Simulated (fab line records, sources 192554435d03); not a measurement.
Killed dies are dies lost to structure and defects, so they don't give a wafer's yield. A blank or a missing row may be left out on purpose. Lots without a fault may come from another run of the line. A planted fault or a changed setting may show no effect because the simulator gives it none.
A struck lot beside a sound one | flow n5_finfet | 16 steps out of a route of 1938
Sound: wafers L562.3, L562.4, L562.6. Struck: wafer L570.2. (L570.6 of the same lot was not struck and is left out.) The cause comes at the end.
At each step with rows: each side's tool, then ch and its chambers, then its first start. Under that, the readings that differ: sound wafers | struck wafers | difference of the means | sigmas: that difference in standard deviations of wafers without a fault.
alike: readings whose means differ by less than 2 such deviations, and words and numbers that are the same on both sides. not compared: withheld readings, readings that some wafer has no value for, bounds like >300 that may hide the same value, and numbers for which the record gives no deviation and whose values overlap.
The two part at a step that has a row with sigmas, a row that says differs or no value, or rows on one side only. Numbers that don't overlap but have no deviation are shown without sigmas and don't part them. A reading that every wafer of one side lacks parts them only if that side has two wafers or more.

first, 7 steps without rows for these wafers: N5_SDB_COAT_04 (time 60 s, resist thk 18 nm); N5_SDB_COAT_05 (resist thk 90 nm); N5_SDB_EBR_07; N5_SDB_SOFTBAKE_06 (time 60 s); N5_SDB_EXPOSE_08 (exposes mask SDB); N5_SDB_PEB_09 (peb time 60 s); N5_SDB_DEVELOP_10 (develop time 30 s).
N5_SDB_CD_MEAS_11: target cd 50 nm.
  sound on cd_sem-03 ch 0, day 5 12:46; struck on cd_sem-03 ch 0, day 7 14:14
  alike: cd_nm
N5_SDB_OVL_MEAS_12:
  sound on overlay-01 ch 0, day 5 12:48; struck on overlay-01 ch 0, day 7 14:16
  alike: SDB_OVL
N5_SDB_INSPECT_13: inspects for defects (brightfield).
  sound on defect_inspect-01, day 5 12:50; struck on defect_inspect-02, day 7 14:18
  alike: raw_defect_count
N5_SDB_DESCUM_16: chemistry O2, time 7.9 s.
  sound on rie_diel-06 ch 1,2, day 5 12:52; struck on rie_diel-06 ch 1, day 7 14:20
  alike: drypump_motor_current_A, oes_product_au, rf_vpp_V, showerhead_plenum_p_Torr, throttle_valve_pct
  not compared: rf_hours_counter_h
N5_SDB_ETCH_17: etches SiARC in CF4, target depth 23.4 nm, time 39 s.
  sound on rie_diel-06 ch 1,2, day 5 12:54; struck on rie_diel-06 ch 1, day 7 14:22
  alike: drypump_motor_current_A, etch_rf_on_time_s, mfc_ar_sccm, oes_product_au, rf_vpp_V, showerhead_plenum_p_Torr, throttle_valve_pct
  not compared: rf_hours_counter_h
N5_SDB_ETCH_18: etches SOC in N2/H2, target depth 100 nm, overetch 20 nm, time 150 s.
  sound on rie_diel-06 ch 1,2, day 5 12:56; struck on rie_diel-06 ch 1, day 7 14:24
  reading                                | sound             | struck | difference | sigmas
  throttle_valve_pct (%)                 | 17.96 17.53 17.54 | 18.00  | +0.32      | +2
  model.SiARC_of_SDB_COAT_04.thk_nm (nm) | 13.2 12.8 12.6    | 11.2   | -1.7       |
  alike: drypump_motor_current_A, n2_flow_sccm, oes_product_au, rf_vpp_V, showerhead_plenum_p_Torr
  not compared: rf_hours_counter_h
then, 1 step without rows for these wafers: N5_SDB_STRIP_19 (strips in N2/H2).
-- the record jumps here: 4 days lie between the struck wafers' starts before and after (it left off in module SDB and takes up again in module BEOL_M4, whose first step shown is number 1111 of the route) --
N5_BEOL_M4_RC_MEAS_101:
  sound on prober-01 ch 0, day 10 07:38; struck on prober-01 ch 0, day 11 23:26
  alike: DIBL_N, DIBL_P, IOFF_N, IOFF_P, ION_N, ION_P, SS_N, SS_P, VT_N, VT_P
-- the record jumps here: 5 days lie between the struck wafers' starts before and after (it left off in module BEOL_M4 and takes up again in module PASSIVATION, whose first step shown is number 1936 of the route) --
N5_PASSIVATION_PROBE_49:
  the record has rows for the struck wafers here (prober-02, day 17 07:52) and none for the sound ones

WHERE THEY PART
First at N5_SDB_ETCH_18; last, within this record, at N5_PASSIVATION_PROBE_49.

WHY: what the simulator had put in
Process parameter drift: rie_diel-06, from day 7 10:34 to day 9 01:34, at N5_SDB_ETCH_18. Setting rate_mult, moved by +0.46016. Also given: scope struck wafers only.
